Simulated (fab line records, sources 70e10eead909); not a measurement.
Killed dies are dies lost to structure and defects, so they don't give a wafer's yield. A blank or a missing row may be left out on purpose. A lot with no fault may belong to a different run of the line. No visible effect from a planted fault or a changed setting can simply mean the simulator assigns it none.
Which tool was responsible? ; flow nand harc ; 13 lots, 39 wafers sampled, at 5 steps of a route of 1302

## WHAT THE GAUGES SHOWED, per wafer
NHARC_A_ONON_D1_THK_MEAS_27: measures by ellipsometry.
lot;measured;on;thk nm (nm)
L450;day 8 20:26;film metro-01;1004 1005 1004
L452;day 9 17:37;film metro-02;1006 1009 1006
L453;day 9 23:47;film metro-01;997 996 996
L455;day 10 18:04;film metro-02;998 999 999
L456;day 11 06:38;film metro-02;990 991 988
L457;day 11 17:01;film metro-01;1008 1007 1007
L458;day 12 10:20;film metro-01;1008 1007 1008
L460;day 12 15:41;film metro-01;992 994 992
L459;day 12 15:41;film metro-02;976 977 977
L462;day 13 15:19;film metro-01;988 986 986
L464;day 14 12:38;film metro-02;999 1000 998
L465;day 15 00:42;film metro-01;989 993 992
L472;day 18 02:39;film metro-01;993 991 991

NHARC_A_ONON_D1_INSPECT_32.
lot;measured;on;raw defect count
L450;day 8 21:44;defect inspect-02;78 81 49
L452;day 9 18:47;defect inspect-01;57 47 47
L453;day 10 00:54;defect inspect-02;64 62 80
L455;day 10 19:10;defect inspect-02;36 107 67
L456;day 11 07:53;defect inspect-02;58 36 55
L457;day 11 18:07;defect inspect-01;72 85 98
L458;day 12 11:26;defect inspect-02;71 64 55
L460;day 12 16:47;defect inspect-02;98 56 104
L459;day 12 16:49;defect inspect-01;135 185 90
L462;day 13 16:25;defect inspect-02;92 53 119
L464;day 14 13:53;defect inspect-02;96 89 87
L465;day 15 01:49;defect inspect-02;47 72 66
L472;day 18 03:46;defect inspect-02;58 38 27

NHARC_A_CHANNEL_HOLE_D1_CD_MEAS_18.
lot;measured;on;cd nm (nm)
L450;day 9 08:41;cd sem-03;96 103 104
L452;day 9 22:47;cd sem-03;100 99 97
L453;day 10 04:55;cd sem-02;105 97 107
L455;day 10 23:10;cd sem-03;106 99 100
L456;day 11 18:41;cd sem-02;98 98 99
L457;day 12 02:55;cd sem-02;105 103 103
L458;day 12 15:27;cd sem-03;101 97 97
L460;day 12 21:23;cd sem-01;100 104 105
L459;day 12 20:46;cd sem-02;101 91 100
L462;day 13 20:26;cd sem-01;97 100 101
L464;day 14 19:35;cd sem-01;103 101 101
L465;day 15 09:40;cd sem-01;99 101 105
L472;day 18 07:38;cd sem-03;102 99 96

NHARC_END_SORT_01.
lot;measured;on;killed at array;killed at other;killed at periphery;killed dies;killed open;killed short
L464;day 30 18:19;prober-01;46 674 675;2 2 0;3 1 2;51 677 677;1 4 7;3 2 1
L465;day 31 02:25;prober-02;69 670 81;5 3 1;1 4 2;75 677 84;0 2 4;0 2 2

## EACH LOT AND THE TOOL THAT RAN IT (in order: tool; ch and the chambers of the sampled wafers; start)
lot;NHARC_A_CHANNEL_HOLE_D1_ETCH_16
L450;rie diel-01 ch 0,2,3, day 9 08:10
L452;rie diel-01 ch 2,3, day 9 22:12
L453;rie diel-01 ch 1,2,3, day 10 04:20
L455;rie diel-01 ch 0,1,3, day 10 22:35
L456;rie diel-01 ch 2,3, day 11 18:10
L457;rie diel-01 ch 0,1, day 12 02:23
L458;rie diel-01 ch 2,3, day 12 14:52
L460;rie diel-08 ch 0,2, day 12 20:48
L459;rie diel-01 ch 0,3, day 12 20:12
L462;rie diel-07 ch 0,2,3, day 13 20:01
L464;rie diel-01 ch 0,2, day 14 19:04
L465;rie diel-01 ch 0,1,3, day 15 09:16
L472;rie diel-07 ch 1,3, day 18 07:04
- NHARC_A_CHANNEL_HOLE_D1_ETCH_16: etches the open film in O2/COS, target depth 3100 nm, time 806 s.

## AS READ BY THE TOOLS THEMSELVES (means over the sampled wafers that have a number; for cases with no such wafer, the mark the record gives instead)
NHARC_A_CHANNEL_HOLE_D1_ETCH_16.
lot;tool;drypump motor current A (A);o2 flow sccm (sccm);oes product au (a.u.);rf vpp V (V);showerhead plenum p Torr (Torr);throttle valve pct (%)
L450;rie diel-01;5.7;399.6;0.999;314.7;3.10;28.327
L452;rie diel-01;5.3;401.8;0.995;314.0;3.08;28.330
L453;rie diel-01;5.4;399.8;0.995;314.0;3.14;28.327
L455;rie diel-01;5.7;400.8;1.011;314.2;3.16;28.327
L456;rie diel-01;5.3;400.1;1.006;314.6;3.19;28.331
L457;rie diel-01;6.1;400.2;1.016;313.1;3.06;28.324
L458;rie diel-01;5.3;400.8;1.003;313.7;3.08;28.326
L460;rie diel-08;5.8;400.0;1.021;311.5;3.03;28.332
L459;rie diel-01;6.0;399.5;1.023;313.5;3.11;28.326
L462;rie diel-07;5.6;399.8;0.997;312.7;3.07;28.330
L464;rie diel-01;6.0;399.2;0.879;312.8;3.00;28.338
L465;rie diel-01;5.7;401.3;0.941;315.1;3.15;28.332
L472;rie diel-07;5.4;400.8;1.000;312.0;2.99;28.323

## THE ANSWER, worked out from the rows above alone
Rule: what is usual is taken from the lots themselves. The widest of any qualifying gaps counts: lots, ordered by their means at a reading, are off when they make up no more than a third of the lots, leave a main group of 4 or more, and stand apart from it by 3 or more times the standard deviation of that group's means. The tables above print the reading to a certain number of digits; a main group whose means all agree to those digits is not used. Also off: a lot with no number at a reading for which 4 or more lots have one. Any other lot the step has rows for is counted as sound. Order of review: gauges by route order, followed by the tools' own readings, for which a lot's mean as printed above is used. The first step at which some lot is off is used, and at that step the reading that is off furthest; a lot without a number counts as furthest.
Off: L464, L465, at NHARC_A_CHANNEL_HOLE_D1_ETCH_16 (oes product au). For the main group the mean is 1.006 a.u. and the standard deviation 0.0098.
If a tool, at that step or one of the process steps before it, ran each lot that is off and ran no sound lot following the first of them, it fits. One candidate fits, namely rie diel-01 at NHARC_A_CHANNEL_HOLE_D1_ETCH_16. Its last sound lot is L459 (day 12 20:12), its first lot that is off L464 (day 14 19:04): a fault that began between those two fits.
On the lots that are off, the tool's own readings at NHARC_A_CHANNEL_HOLE_D1_ETCH_16 differ by more than 5 times the standard deviation of the sound lots' means, which bears it out; oes product au reads 0.910 a.u. there versus 1.006 a.u. on the sound lots.

## WHAT HAD BEEN PUT IN BY THE SIMULATOR
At NHARC_A_CHANNEL_HOLE_D1_ETCH_16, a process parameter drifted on rie diel-01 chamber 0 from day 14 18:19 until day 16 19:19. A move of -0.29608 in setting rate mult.
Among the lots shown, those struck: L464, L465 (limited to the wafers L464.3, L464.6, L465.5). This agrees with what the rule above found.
